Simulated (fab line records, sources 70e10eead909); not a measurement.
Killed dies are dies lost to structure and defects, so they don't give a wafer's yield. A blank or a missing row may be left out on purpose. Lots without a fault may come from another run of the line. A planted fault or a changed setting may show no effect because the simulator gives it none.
fab line records | flow nand_harc
record lots=6 wafers=18 last_day=33
route steps=1302 shown A_CHANNEL_HOLE_D1@460
lots that met no fault: from a run of the same line without faults
start_h: hours from the record's first day to the start of the lot's first wafer shown | wait_h: hours since the lot's step before | " the same as in the row above | L1.1+2: a row that stands for several wafers | - no value, or no start given | * or withheld: withheld | < > ~ a bound
route shown NAME@n: a module of which the file shows steps, and the number in the route of the first | usual: mean/standard deviation of fault-free wafers | same: alike in all rows | chamber/n: place in a boat | sites: the reading at each site | _std_site: their standard deviation | _edge_site: outer sites' mean less inner sites' | radius_mm: how far each site lies from the wafer's centre | mask NAME#n: copy n | behind: the tool/chamber that last shaped the wafer | hold: why the lot was held/for how many hours/how that ended | device: the transistor (n, p or np) that didn't switch | end of line: the same wafers' tests at the end of the route | a step without rows: its recipe alone | killed: dies lost to structure and defects at the first sort, not the wafer's yield | map: a wafer's dies, x killed, . not, _ none there
set.NAME: the setting as run; set.NAME@STEP: as run at that earlier step | model.NAME: the simulator's own value behind a step, which no gauge read
lots at some steps of the route; a table a step, a row a wafer
services: from which hour (start_h, from the record's first day; less than 0 if before it) a tool's chamber was out of use, for how many hours, and why
## steps
# step NHARC_A_CHANNEL_HOLE_D1_PEB_08
# recipe peb_temp_c=100 peb_time_s=65
# step NHARC_A_CHANNEL_HOLE_D1_DEVELOP_09
# recipe develop_time_s=35 dev_temp_c=23
# step NHARC_A_CHANNEL_HOLE_D1_CD_MEAS_10
# recipe target_cd_nm=100 landing_energy_ev=500
# usual cd_nm=99.9/0.36
# columns lot.wafer tool chamber start_h wait_h cd_nm
L354.1 cd_sem-02 0 260.03 - 99.8
L354.4 " 0 " " 100.1
L354.6 " 0 " " 99.8
L362.1 cd_sem-01 0 348.15 - 100.4
L362.4 " 0 " " 99.5
L362.6 " 0 " " 99.6
L363.1 cd_sem-01 0 353.70 - 100.5
L363.2 " 0 " " 99.9
L363.4 " 0 " " 100.4
L366.1 cd_sem-03 0 375.30 - 100.7
L366.2 " 0 " " 100.2
L366.6 " 0 " " 100.2
L367.3 cd_sem-03 0 391.18 - 100.0
L367.4 " 0 " " 99.8
L367.6 " 0 " " 99.7
L368.2 cd_sem-01 0 407.28 - 99.9
L368.4 " 0 " " 100.3
L368.6 " 0 " " 99.9
# step NHARC_A_CHANNEL_HOLE_D1_OVL_MEAS_11
# usual overlay_x_nm=0.1/0.61 overlay_y_nm=0.0/0.71
# columns lot.wafer tool chamber start_h wait_h overlay_x_nm overlay_y_nm
L354.1 overlay-01 - 260.12 - 0.7 0.3
L354.4 " - " " 0.3 0.4
L354.6 " - " " 0.4 0.7
L362.1 overlay-01 - 348.24 - -1.2 -0.1
L362.4 " - " " -0.8 0.0
L362.6 " - " " -1.3 0.4
L363.1 overlay-02 - 353.79 - -0.8 -0.3
L363.2 " - " " -0.3 -0.6
L363.4 " - " " 0.0 -0.2
L366.1 overlay-01 - 375.39 - -0.8 0.2
L366.2 " - " " -0.4 0.2
L366.6 " - " " 0.1 0.2
L367.3 overlay-02 - 391.26 - -1.1 -0.3
L367.4 " - " " -0.5 0.2
L367.6 " - " " -1.1 -0.3
L368.2 overlay-01 - 407.37 - -0.6 1.1
L368.4 " - " " 0.3 0.7
L368.6 " - " " -0.1 0.8
# step NHARC_A_CHANNEL_HOLE_D1_INSPECT_12
# usual raw_defect_count=5.8/3
# columns lot.wafer tool chamber start_h wait_h raw_defect_count
L354.1 defect_inspect-01 - 260.16 0.0 6
L354.4 " - " " 6
L354.6 " - " " 7
L362.1 defect_inspect-01 - 348.28 0.0 3
L362.4 " - " " 7
L362.6 " - " " 4
L363.1 defect_inspect-02 - 353.82 0.0 5
L363.2 " - " " 6
L363.4 " - " " 4
L366.1 defect_inspect-02 - 375.42 0.0 14
L366.2 " - " " 17
L366.6 " - " " 6
L367.3 defect_inspect-01 - 391.30 0.0 2
L367.4 " - " " 10
L367.6 " - " " 3
L368.2 defect_inspect-02 - 407.40 0.0 11
L368.4 " - " " 4
L368.6 " - " " 4
# step NHARC_A_CHANNEL_HOLE_D1_DESCUM_15
# recipe time_s=3 o2_flow_sccm=200 ar_flow_sccm=0 bias_power_w=0 chemistry=O2
# step NHARC_A_CHANNEL_HOLE_D1_ETCH_38
# recipe target_depth_a=390 over_etch_frac=0.3 time_s=65 ion_energy_ev=80 cf4_flow_sccm=150 ar_flow_sccm=0 rf_w=300 bias_w=100 chemistry=CF4
# step NHARC_A_CHANNEL_HOLE_D1_ETCH_39
# recipe target_depth_a=2600 over_etch_frac=0.3 time_s=325 ion_energy_ev=200 n2_flow_sccm=150 h2_flow_sccm=150 ar_flow_sccm=0 rf_w=400 bias_w=150 chemistry=N2/H2
# step NHARC_A_CHANNEL_HOLE_D1_ETCH_34
# recipe target_depth_a=1540 time_s=77 cf4_flow_sccm=100 chf3_flow_sccm=30 ar_flow_sccm=0 rf_w=500 bias_w=200 chemistry=CF4/CHF3
# usual bias_w=200.1/0.57 cf4_flow_sccm=100.0/0.3 drypump_motor_current_A=5.6/0.35 oes_product_au=0.942/0.023 rf_vpp_V=371.3/1.7 showerhead_plenum_p_Torr=1.60/0.049 throttle_valve_pct=16.802/0.01
# columns lot.wafer tool chamber start_h wait_h bias_w cf4_flow_sccm drypump_motor_current_A oes_product_au rf_hours_counter_h rf_vpp_V showerhead_plenum_p_Torr throttle_valve_pct
L354.1 rie_diel-12 1 - - 199.2 99.6 5.1 0.918 15 371.7 1.60 16.821
L354.4 " 2 " " 201.2 100.2 5.3 0.916 11 373.1 1.57 16.811
L354.6 " 2 " " 200.4 100.0 5.3 0.915 - 369.9 1.57 16.813
L362.1 rie_diel-12 2 - - 199.9 99.9 5.3 0.920 6 370.8 1.57 16.797
L362.4 " 0 " " 200.4 100.6 5.9 0.923 7 373.5 1.66 16.789
L362.6 " 1 " " 200.1 100.2 5.1 0.927 - 372.1 1.60 16.794
L363.4 rie_diel-03 3 - - 199.8 99.9 5.6 0.967 21 370.1 1.57 16.808
L363.1 " 0 " " 199.4 100.0 5.8 0.983 21 369.7 1.53 16.808
L363.2 " 1 " " 199.2 100.3 5.5 0.975 18 371.6 1.58 16.796
L366.2 rie_diel-03 3 - - 200.3 100.5 5.6 0.945 26 370.7 1.57 16.789
L366.1 " 0 " " 200.4 100.5 5.8 0.963 28 369.9 1.53 16.799
L366.6 " 3 " " 200.6 99.9 5.6 0.951 - 369.3 1.57 16.799
L367.3 rie_diel-12 0 - - 199.8 99.7 6.0 0.920 10 375.0 1.66 16.816
L367.4 " 1 " " 200.7 100.2 5.1 0.927 10 370.9 1.60 16.804
L367.6 " 0 " " 200.7 100.4 6.0 0.933 - 373.2 1.66 16.803
L368.2 rie_diel-12 2 - - 199.8 99.7 5.3 0.919 11 369.0 1.57 16.802
L368.4 " 0 " " 200.2 100.0 6.0 0.922 11 372.8 1.66 16.813
L368.6 " 1 " " 200.7 99.9 5.1 0.939 - 370.7 1.60 16.809
# step NHARC_A_CHANNEL_HOLE_D1_ETCH_16
# recipe target_depth_a=31000 over_etch_frac=0.3 time_s=806 ion_energy_ev=150 o2_flow_sccm=400 cos_flow_sccm=20 ar_flow_sccm=0 rf_w=500 bias_w=300 chemistry=O2/COS
# step NHARC_A_CHANNEL_HOLE_D1_CD_MEAS_18
# usual cd_nm=98.9/1.5
# columns lot.wafer tool chamber start_h wait_h cd_nm
L354.1 cd_sem-03 - 261.32 - 97.9
L354.4 " - " " 99.7
L354.6 " - " " 96.4
L362.1 cd_sem-02 - 349.44 - 99.4
L362.4 " - " " 100.6
L362.6 " - " " 98.6
L363.1 cd_sem-01 - 354.99 - 98.2
L363.2 " - " " 99.1
L363.4 " - " " 99.4
L366.1 cd_sem-02 - 376.59 - 98.1
L366.2 " - " " 95.6
L366.6 " - " " 97.2
L367.3 cd_sem-01 - 392.47 - 96.1
L367.4 " - " " 95.4
L367.6 " - " " 95.3
L368.2 cd_sem-03 - 408.58 - 97.6
L368.4 " - " " 97.5
L368.6 " - " " 97.5
# step NHARC_A_CHANNEL_HOLE_D1_ETCH_19
# recipe bias_v=1200 source_w=2500 pressure_mtorr=15 time_s=34.5 ar_flow_sccm=375 c4f8_flow_sccm=28.8 o2_flow_sccm=96.2 temp_c=-20 target_depth_a=* chemistry=C4F8/O2/Ar
# step NHARC_A_CHANNEL_HOLE_D1_ETCH_20
# recipe bias_v=3000 source_w=withheld pressure_mtorr=20 time_s=361.9 ar_flow_sccm=375 c4f8_flow_sccm=89.3 o2_flow_sccm=35.7 temp_c=-20 target_depth_a=16000 chemistry=C4F8/O2/Ar
# usual c4f8_flow_sccm=89.28/0.27 chamber_pressure_mTorr=20.000/0.02 drypump_motor_current_A=5.67/0.26 o2_flow_sccm=35.71/0.095 oes_air_line_au=1.002/0.02 showerhead_plenum_p_Torr=3.67/0.05 throttle_valve_pct=32.154/0.0098
# columns lot.wafer tool chamber start_h wait_h c4f8_flow_sccm chamber_pressure_mTorr drypump_motor_current_A o2_flow_sccm oes_air_line_au rf_hours_counter_h showerhead_plenum_p_Torr throttle_valve_pct
L354.1 har_etch-02 0 261.51 0.1 89.82 19.993 5.98 35.74 1.000 344 3.67 32.163
L354.4 " 0 " " 89.54 20.015 5.99 35.72 1.027 - 3.67 32.140
L354.6 " 0 " " 89.44 20.011 5.97 35.72 1.043 - 3.67 32.135
L362.1 har_etch-01 0 350.69 0.1 - - - - - - - -
L362.4 " 0 " " - - - - - - - -
L362.6 " 1 " " - - - - - - - -
L363.2 har_etch-01 0 358.57 0.1 - - - - - - - -
L363.1 " 1 " " - - - - - - - -
L363.4 " 1 " " - - - - - - - -
L366.2 har_etch-01 0 376.78 0.1 89.20 19.985 5.88 35.68 1.005 203 3.59 32.155
L366.1 " 1 " " 89.38 20.024 5.36 35.84 1.014 203 3.67 32.164
L366.6 " 0 " " 89.28 20.026 5.87 35.61 0.991 - 3.59 32.151
L367.4 har_etch-02 0 394.22 0.2 89.68 19.993 6.00 35.82 1.023 - 3.64 32.139
L367.3 " 1 " " 89.44 19.998 5.55 35.67 1.005 - 3.71 32.152
L367.6 " 0 " " 89.44 20.014 6.00 35.82 1.023 - 3.64 32.148
L368.2 har_etch-02 1 410.85 0.1 89.57 20.001 5.55 35.67 1.006 8 3.71 32.163
L368.4 " 1 " " 89.53 19.985 5.53 35.75 0.987 - 3.71 32.158
L368.6 " 1 " " 89.61 20.006 5.55 35.75 1.001 - 3.71 32.162
# step NHARC_A_CHANNEL_HOLE_D1_ETCH_21
# recipe bias_v=3000 source_w=withheld pressure_mtorr=20 time_s=514.3 ar_flow_sccm=375 c4f8_flow_sccm=89.3 o2_flow_sccm=35.7 temp_c=-20 target_depth_a=16000 chemistry=C4F8/O2/Ar
# step NHARC_A_CHANNEL_HOLE_D1_ETCH_22
# recipe bias_v=3000 source_w=withheld pressure_mtorr=20 time_s=666.7 ar_flow_sccm=375 c4f8_flow_sccm=89.3 o2_flow_sccm=35.7 temp_c=-20 target_depth_a=16000 chemistry=C4F8/O2/Ar
# step NHARC_A_CHANNEL_HOLE_D1_ETCH_23
# recipe bias_v=5000 source_w=withheld pressure_mtorr=20 time_s=819 ar_flow_sccm=375 c4f8_flow_sccm=89.3 o2_flow_sccm=35.7 temp_c=-20 target_depth_a=16000 chemistry=C4F8/O2/Ar
# usual c4f8_flow_sccm=89.28/0.25 chamber_pressure_mTorr=19.998/0.017 drypump_motor_current_A=5.67/0.27 o2_flow_sccm=35.71/0.1 oes_air_line_au=0.999/0.021 showerhead_plenum_p_Torr=3.67/0.05 throttle_valve_pct=32.155/0.0092
# columns lot.wafer tool chamber start_h wait_h c4f8_flow_sccm chamber_pressure_mTorr drypump_motor_current_A o2_flow_sccm oes_air_line_au rf_hours_counter_h showerhead_plenum_p_Torr throttle_valve_pct
L354.1 har_etch-02 0 262.84 0.5 88.60 19.972 5.98 35.75 1.016 346 3.67 32.167
L354.4 " 0 " " 88.68 20.018 5.97 35.71 1.034 - 3.67 32.166
L354.6 " 0 " " 89.08 20.023 5.99 35.57 1.011 - 3.67 32.158
L362.1 har_etch-01 0 352.08 0.5 89.23 20.011 5.85 35.60 0.989 185 3.60 32.147
L362.4 " 0 " " 89.36 19.977 5.85 35.63 0.989 - 3.60 32.156
L362.6 " 1 " " 89.29 20.011 5.34 35.75 0.997 - 3.68 32.159
L363.2 har_etch-01 0 359.89 0.5 89.37 19.989 5.87 35.54 1.003 192 3.59 32.172
L363.1 " 1 " " 89.24 19.984 5.34 35.85 1.015 192 3.67 32.145
L363.4 " 1 " " 89.30 20.023 5.33 35.82 1.009 - 3.67 32.173
L366.2 har_etch-01 0 378.11 0.5 89.28 20.014 5.83 35.85 1.014 204 3.59 32.146
L366.1 " 1 " " 89.65 19.980 5.34 35.49 0.976 204 3.67 32.156
L366.6 " 0 " " 89.14 20.020 5.85 35.53 1.006 - 3.59 32.166
L367.4 har_etch-02 0 395.65 0.5 88.99 19.996 5.99 35.74 1.039 - 3.64 32.146
L367.3 " 1 " " 89.69 20.003 5.53 35.75 0.954 - 3.71 32.157
L367.6 " 0 " " 89.26 19.995 5.99 35.73 1.055 - 3.64 32.142
L368.2 har_etch-02 1 412.23 0.5 89.68 20.004 5.57 35.84 0.994 9 3.71 32.149
L368.4 " 1 " " 89.53 20.000 5.57 35.78 1.010 - 3.71 32.167
L368.6 " 1 " " 89.38 19.984 5.55 35.77 1.038 - 3.71 32.147
# step NHARC_A_CHANNEL_HOLE_D1_ETCH_24
# recipe bias_v=5000 source_w=withheld pressure_mtorr=20 time_s=906.2 ar_flow_sccm=375 c4f8_flow_sccm=93.8 o2_flow_sccm=31.2 temp_c=-20 target_depth_a=15000 chemistry=C4F8/O2/Ar
# step NHARC_A_CHANNEL_HOLE_D1_ETCH_25
# recipe bias_v=5000 source_w=withheld pressure_mtorr=20 time_s=1040.2 ar_flow_sccm=375 c4f8_flow_sccm=93.8 o2_flow_sccm=31.2 temp_c=-20 target_depth_a=15000 chemistry=C4F8/O2/Ar
# usual c4f8_flow_sccm=93.82/0.26 chamber_pressure_mTorr=20.001/0.019 drypump_motor_current_A=5.67/0.26 o2_flow_sccm=31.19/0.09 oes_air_line_au=1.003/0.019 showerhead_plenum_p_Torr=3.66/0.05 throttle_valve_pct=32.234/0.0091
# columns lot.wafer tool chamber start_h wait_h c4f8_flow_sccm chamber_pressure_mTorr drypump_motor_current_A o2_flow_sccm oes_air_line_au rf_hours_counter_h showerhead_plenum_p_Torr throttle_valve_pct
L354.1 har_etch-02 0 264.31 0.6 94.09 19.977 5.98 31.16 0.967 347 3.67 32.237
L354.4 " 0 " " 93.97 20.012 5.98 31.03 0.989 - 3.67 32.237
L354.6 " 0 " " 94.06 20.027 5.99 31.15 0.969 - 3.67 32.235
L362.1 har_etch-01 0 353.57 0.7 93.21 20.004 5.81 31.23 0.972 186 3.59 32.241
L362.4 " 0 " " 93.43 20.010 5.79 31.17 0.990 - 3.59 32.244
L362.6 " 1 " " 93.77 19.962 5.37 31.21 1.003 - 3.67 32.239
L363.2 har_etch-01 0 361.36 0.6 93.62 20.018 5.83 31.13 0.996 194 3.59 32.229
L363.1 " 1 " " 93.58 20.019 5.28 31.04 0.996 194 3.67 32.253
L363.4 " 1 " " 93.76 20.017 5.33 31.12 0.997 - 3.67 32.244
L366.2 har_etch-01 0 379.59 0.6 94.13 19.969 5.90 31.24 1.021 205 3.58 32.224
L366.1 " 1 " " 93.81 20.016 5.34 31.27 0.998 205 3.66 32.229
L366.6 " 0 " " 93.73 19.990 5.86 31.12 0.993 - 3.58 32.235
L367.4 har_etch-02 0 397.18 0.7 93.74 20.024 5.98 31.08 1.004 - 3.63 32.224
L367.3 " 1 " " 93.84 19.989 5.55 31.25 1.026 - 3.71 32.228
L367.6 " 0 " " 93.72 19.994 5.99 31.20 1.002 - 3.63 32.224
L368.2 har_etch-02 1 413.73 0.7 93.56 19.982 5.57 31.17 0.997 11 3.70 32.221
L368.4 " 1 " " 93.81 19.986 5.58 31.10 1.034 - 3.70 32.221
L368.6 " 1 " " 93.33 20.010 5.56 31.15 1.008 - 3.70 32.232
# step NHARC_A_CHANNEL_HOLE_D1_ETCH_26
# recipe bias_v=300 source_w=2000 pressure_mtorr=30 time_s=224.1 ar_flow_sccm=375 c4f8_flow_sccm=11.4 o2_flow_sccm=113.6 temp_c=-20 target_depth_a=3000 chemistry=C4F8/O2/Ar
# step NHARC_A_CHANNEL_HOLE_D1_ETCH_33
# recipe bias_v=400 source_w=2000 pressure_mtorr=25 time_s=90 ar_flow_sccm=375 c4f8_flow_sccm=41.7 o2_flow_sccm=83.3 temp_c=-20 target_depth_a=4000 chemistry=C4F8/O2/Ar
# usual bias_v=400/4 c4f8_flow_sccm=41.71/0.11 drypump_motor_current_A=5.68/0.26 o2_flow_sccm=83.30/0.23 oes_air_line_au=0.998/0.019 showerhead_plenum_p_Torr=3.71/0.051 throttle_valve_pct=27.620/0.0084
# columns lot.wafer tool chamber start_h wait_h bias_v c4f8_flow_sccm drypump_motor_current_A o2_flow_sccm oes_air_line_au rf_hours_counter_h showerhead_plenum_p_Torr throttle_valve_pct
L354.1 har_etch-02 0 265.38 0.2 397 41.44 5.98 83.41 1.001 348 3.71 27.622
L354.4 " 0 " " 404 41.68 5.98 83.49 1.031 - 3.71 27.636
L354.6 " 0 " " 399 41.76 5.98 83.52 1.016 - 3.71 27.608
L362.1 har_etch-01 0 354.53 0.2 398 41.69 5.85 83.30 1.005 187 3.63 27.610
L362.4 " 0 " " 402 41.71 5.87 83.41 0.988 - 3.63 27.621
L362.6 " 1 " " 404 41.65 5.33 83.36 1.017 - 3.72 27.630
L363.2 har_etch-01 0 362.43 0.2 399 41.86 5.87 83.60 0.985 195 3.63 27.625
L363.1 " 1 " " 398 41.87 5.35 83.06 0.992 195 3.71 27.621
L363.4 " 1 " " 398 41.81 5.36 82.96 1.028 - 3.71 27.625
L366.2 har_etch-01 0 380.68 0.2 406 41.65 5.86 83.48 0.993 206 3.62 27.631
L366.1 " 1 " " 397 41.76 5.32 83.10 0.972 206 3.70 27.622
L366.6 " 0 " " 402 41.73 5.85 83.34 1.006 - 3.62 27.626
L367.4 har_etch-02 0 398.02 0.2 401 41.60 5.99 82.88 0.947 - 3.67 27.633
L367.3 " 1 " " 396 41.65 5.54 83.16 1.020 - 3.75 27.617
L367.6 " 0 " " 397 41.65 5.99 82.87 0.943 - 3.67 27.617
L368.2 har_etch-02 1 414.70 0.2 401 41.66 5.55 83.38 0.976 12 3.75 27.632
L368.4 " 1 " " 400 41.85 5.54 83.72 0.991 - 3.75 27.625
L368.6 " 1 " " 401 41.71 5.55 83.28 1.000 - 3.75 27.623
# step NHARC_A_CHANNEL_HOLE_D1_STRIP_41
# recipe n2_flow_sccm=150 h2_flow_sccm=150 ar_flow_sccm=0 bias_w=0 chemistry=N2/H2
# step NHARC_A_CHANNEL_HOLE_D1_STRIP_42
# recipe cf4_flow_sccm=100 chf3_flow_sccm=30 ar_flow_sccm=0 bias_w=0 chemistry=CF4/CHF3
# step NHARC_A_CHANNEL_HOLE_D1_STRIP_43
# recipe o2_flow_sccm=400 cos_flow_sccm=20 ar_flow_sccm=0 bias_w=0 chemistry=O2/COS
# step NHARC_A_CHANNEL_HOLE_D1_ETCH_44
# recipe target_depth_a=1400 overetch_a=140 time_s=77 ion_energy_ev=100 cf4_flow_sccm=80 o2_flow_sccm=20 ar_flow_sccm=0 rf_w=300 bias_w=100 chemistry=CF4/O2
# usual bias_w=99.99/0.3 cf4_flow_sccm=79.98/0.22 drypump_motor_current_A=5.7/0.37 o2_flow_sccm=19.99/0.061 oes_ar_750_au=1.000/0.0053 oes_product_au=0.997/0.0073 rf_vpp_V=198.2/1.3 showerhead_plenum_p_Torr=1.35/0.046 throttle_valve_pct=13.397/0.0088
# columns lot.wafer tool chamber start_h wait_h bias_w cf4_flow_sccm drypump_motor_current_A o2_flow_sccm oes_ar_750_au oes_product_au rf_hours_counter_h rf_vpp_V showerhead_plenum_p_Torr throttle_valve_pct model.A_CHANNEL_HOLE_D1.cd_nm
L354.4 rie_diel-12 3 266.12 0.1 100.38 80.15 5.9 19.95 1.000 0.987 13 198.8 1.40 13.388 89.83
L354.1 " 1 " " 100.08 80.40 5.1 20.05 1.002 1.003 15 198.3 1.36 13.399 88.61
L354.6 " 0 " " 99.81 79.88 6.0 20.02 0.992 0.997 - 199.2 1.42 13.402 90.81
L362.1 rie_diel-06 2 355.25 0.1 99.55 79.92 5.8 19.98 1.004 0.994 10 198.9 1.37 13.399 99.57
L362.4 " 3 " " 100.06 79.95 5.5 19.97 1.003 0.994 12 196.3 1.26 13.400 100.8
L362.6 " 1 " " 100.02 79.88 6.5 20.01 1.003 0.992 - 197.4 1.30 13.402 98.41
L363.1 rie_diel-12 2 363.19 0.1 100.56 79.93 5.3 20.02 0.999 0.984 7 198.3 1.33 13.390 98.47
L363.4 " 3 " " 99.87 79.92 6.0 19.99 1.001 1.003 8 199.2 1.39 13.408 99.44
L363.2 " 0 " " 100.07 79.80 6.0 19.99 0.997 0.993 8 200.0 1.41 13.395 99.01
L366.2 rie_diel-12 3 381.43 0.1 100.10 79.96 5.9 20.00 1.003 0.995 9 199.6 1.39 13.408 89.17
L366.1 " 0 " " 99.62 80.15 5.9 19.94 0.998 1.002 9 200.2 1.41 13.394 89.87
L366.6 " 3 " " 100.59 80.47 5.9 19.95 1.000 0.997 - 200.8 1.39 13.390 89.75
L367.4 rie_diel-03 1 398.72 0.1 99.68 80.33 5.4 20.03 0.999 1.004 29 197.0 1.34 13.383 89.51
L367.3 " 0 " " 100.79 79.94 5.8 19.89 0.999 0.991 34 197.9 1.30 13.402 89.55
L367.6 " 1 " " 99.84 80.15 5.4 19.98 0.995 0.997 - 196.3 1.34 13.399 89.87
L368.2 rie_diel-12 3 415.41 0.1 100.01 80.00 5.9 20.00 1.002 0.999 11 200.7 1.39 13.401 90.28
L368.4 " 1 " " 100.10 79.95 5.0 19.97 0.992 1.021 12 199.5 1.35 13.396 91.41
L368.6 " 3 " " 100.50 80.14 5.9 19.92 1.004 0.998 - 199.2 1.39 13.399 90.51
# step NHARC_A_CHANNEL_HOLE_D1_STRIP_27
# recipe o2_flow_sccm=500 ar_flow_sccm=0 bias_w=0 chemistry=O2
# usual drypump_motor_current_A=5.7/0.36 o2_flow_sccm=500.0/1.4 oes_product_au=0.998/0.0076 rf_vpp_V=57.8/0.83 showerhead_plenum_p_Torr=3.55/0.12 throttle_valve_pct=17.035/0.0087
# same bias_w=0
# columns lot.wafer tool chamber start_h wait_h drypump_motor_current_A o2_flow_sccm oes_product_au rf_hours_counter_h rf_vpp_V showerhead_plenum_p_Torr throttle_valve_pct
L354.4 rie_diel-12 2 - - 5.3 498.6 0.995 12 58.0 3.53 17.035
L354.1 " 0 " " 6.0 498.7 1.000 14 58.7 3.73 17.044
L354.6 " 3 " " 5.9 499.7 0.984 - 59.5 3.68 17.051
L362.1 rie_diel-06 1 - - 6.5 502.3 0.990 12 56.2 3.43 17.034
L362.4 " 0 " " 5.8 499.7 1.001 14 56.4 3.42 17.057
L362.6 " 1 " " 6.5 500.4 1.003 - 57.7 3.43 17.039
L363.1 rie_diel-12 2 - - 5.4 499.7 0.999 8 57.1 3.52 17.025
L363.4 " 0 " " 6.0 497.2 0.995 8 59.1 3.72 17.023
L363.2 " 1 " " 5.1 495.8 1.012 9 59.2 3.58 17.037
L366.1 rie_diel-12 0 - - 6.0 500.7 0.997 9 57.7 3.72 17.028
L366.2 " 1 " " 5.1 500.5 1.002 10 56.7 3.58 17.033
L366.6 " 3 " " 5.9 501.3 1.000 - 57.1 3.68 17.016
L367.4 rie_diel-03 0 - - 5.8 499.7 0.998 34 58.2 3.44 17.027
L367.3 " 1 " " 5.5 497.4 1.000 29 56.7 3.53 17.030
L367.6 " 0 " " 5.8 498.3 1.008 - 57.7 3.44 17.041
L368.4 rie_diel-12 3 - - 5.9 499.1 0.995 11 58.4 3.67 17.032
L368.2 " 1 " " 5.1 500.0 1.002 12 59.0 3.58 17.034
L368.6 " 3 " " 6.0 499.4 0.993 - 59.2 3.67 17.030
# step NHARC_A_CHANNEL_HOLE_D1_PRECLEAN_28
# recipe time_s=* temp_c=50 bath_age_min=0 chemistry=SC1
# step NHARC_A_CHANNEL_HOLE_D1_SRD_29
# step NHARC_A_CHANNEL_HOLE_D1_CD_MEAS_30
# usual cd_nm=89.9/1
# columns lot.wafer tool chamber start_h wait_h cd_nm
L354.1 cd_sem-02 - 266.91 - 87.8
L354.4 " - " " 89.8
L354.6 " - " " 90.4
L362.1 cd_sem-03 - 356.04 - 1.1
L362.4 " - " " 1.1
L362.6 " - " " 0.5
L363.1 cd_sem-03 - 363.98 - 0.5
L363.2 " - " " 0.5
L363.4 " - " " 0.8
L366.1 cd_sem-02 - 382.22 - 89.6
L366.2 " - " " 88.5
L366.6 " - " " 89.3
L367.3 cd_sem-03 - 399.52 - 89.7
L367.4 " - " " 89.8
L367.6 " - " " 90.3
L368.2 cd_sem-01 - 416.21 - 90.3
L368.4 " - " " 92.0
L368.6 " - " " 91.5
# step NHARC_A_CHANNEL_HOLE_D1_XSEM_31
# recipe landing_energy_ev=35000
# usual bot_cd_nm=74.6/1.1 bow_nm=8.65/0.3 tilt_deg=0.08/0.046
# columns lot.wafer tool chamber start_h wait_h bot_cd_nm bow_nm tilt_deg
L354.1 xsem-02 0 267.00 0.1 72.5 8.90 0.10
L354.4 " 0 " " 74.6 8.86 0.10
L354.6 " 0 " " 74.5 8.89 0.10
L362.1 xsem-01 0 356.12 0.1 0.5 0.24 0.10
L362.4 " 0 " " 0.8 0.24 0.11
L362.6 " 0 " " 0.1 0.24 0.10
L363.1 xsem-02 0 364.07 0.1 1.1 0.47 0.13
L363.2 " 0 " " 1.1 0.47 0.13
L363.4 " 0 " " 1.3 0.47 0.13
L366.1 xsem-02 0 382.32 0.1 73.5 8.57 0.08
L366.2 " 0 " " 72.2 8.48 0.08
L366.6 " 0 " " 73.1 8.57 0.08
L367.3 xsem-02 0 399.61 0.1 74.7 7.97 0.04
L367.4 " 0 " " 75.2 7.99 0.04
L367.6 " 0 " " 75.2 7.98 0.04
L368.2 xsem-02 0 416.30 0.1 74.6 8.67 0.14
L368.4 " 0 " " 76.4 8.81 0.14
L368.6 " 0 " " 74.8 8.70 0.15
# step NHARC_A_CHANNEL_HOLE_D1_INSPECT_40
# usual raw_defect_count=67/26
# columns lot.wafer tool chamber start_h wait_h raw_defect_count
L354.1 defect_inspect-01 - 267.10 - 106
L354.4 " - " " 120
L354.6 " - " " 109
L362.1 defect_inspect-02 - 356.22 - 42
L362.4 " - " " 58
L362.6 " - " " 53
L363.1 defect_inspect-01 - 364.17 - 75
L363.2 " - " " 70
L363.4 " - " " 84
L366.1 defect_inspect-02 - 382.41 - 68
L366.2 " - " " 63
L366.6 " - " " 93
L367.3 defect_inspect-02 - 399.70 - 31
L367.4 " - " " 38
L367.6 " - " " 41
L368.2 defect_inspect-01 - 416.40 - 53
L368.4 " - " " 55
L368.6 " - " " 49
## services
# columns tool chamber start_h hours kind
rie_diel-03 3 239.69 9.6 repair
rie_diel-12 0 247.69 - clean
rie_diel-12 1 247.69 - clean
rie_diel-12 2 247.69 - clean
rie_diel-12 3 247.69 - clean
rie_diel-12 - 255.20 0.8 repair
rie_diel-12 - 268.69 9.0 pm
rie_diel-12 0 268.69 9.0 vent_cycle
rie_diel-12 1 268.69 9.0 vent_cycle
rie_diel-12 2 268.69 9.0 vent_cycle
rie_diel-12 3 268.69 9.0 vent_cycle
rie_diel-06 - 273.33 0.4 repair
rie_diel-12 0 277.69 - clean
rie_diel-12 1 277.69 - clean
rie_diel-12 2 277.69 - clean
rie_diel-03 - 281.40 9.0 pm
rie_diel-06 - 307.25 9.0 pm
rie_diel-12 2 330.61 4.0 repair
rie_diel-03 3 359.65 8.8 repair
rie_diel-06 - 364.08 3.8 repair
xsem-01 - 374.00 14.0 pm
har_etch-02 - 377.00 17.0 pm
rie_diel-06 1 377.40 2.7 repair
rie_diel-12 - 403.81 0.6 repair
## key
first_sign step=NHARC_A_CHANNEL_HOLE_D1_ETCH_20 reading=tool_record direction=missing
effect step=NHARC_A_CHANNEL_HOLE_D1_CD_MEAS_30 reading=cd_nm direction=down sigmas=90 usual=89.9 struck=0.7
effect step=NHARC_A_CHANNEL_HOLE_D1_XSEM_31 reading=bot_cd_nm direction=down sigmas=67 usual=74.6 struck=0.8
model_effect step=NHARC_A_CHANNEL_HOLE_D1_ETCH_44 value=A_CHANNEL_HOLE_D1.cd_nm without=90.43 struck=99.29
met_at NHARC_A_CHANNEL_HOLE_D1_ETCH_20
struck_wafers L362.1,L362.4,L362.6,L363.1,L363.2,L363.4
later_rows_left_out L362.1,L362.4,L362.6,L363.1,L363.2,L363.4
sort_left_out L362.1,L362.4,L362.6,L363.1,L363.2,L363.4
tester_left_out L362,L363
fault kind=skipped_step_whole tool=har_etch-01 chamber=- onset_h=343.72 steps=NHARC_A_CHANNEL_HOLE_D1_ETCH_20 scope=struck_lots_only
# tester_left_out: of these lots the tester's yield and bins aren't shown, on N5 and GAA mostly nor the transistor test; their killed dies are dies lost to structure and defects alone, not to doping, threshold or leakage, so they don't give the yield
# sort_left_out: the simulated sort isn't trusted on such a fault, so these wafers' sort isn't shown, and their yield isn't known
# later_rows_left_out: the simulator's readings of these wafers behind a module that went badly wrong aren't trusted and aren't shown, but for the sort
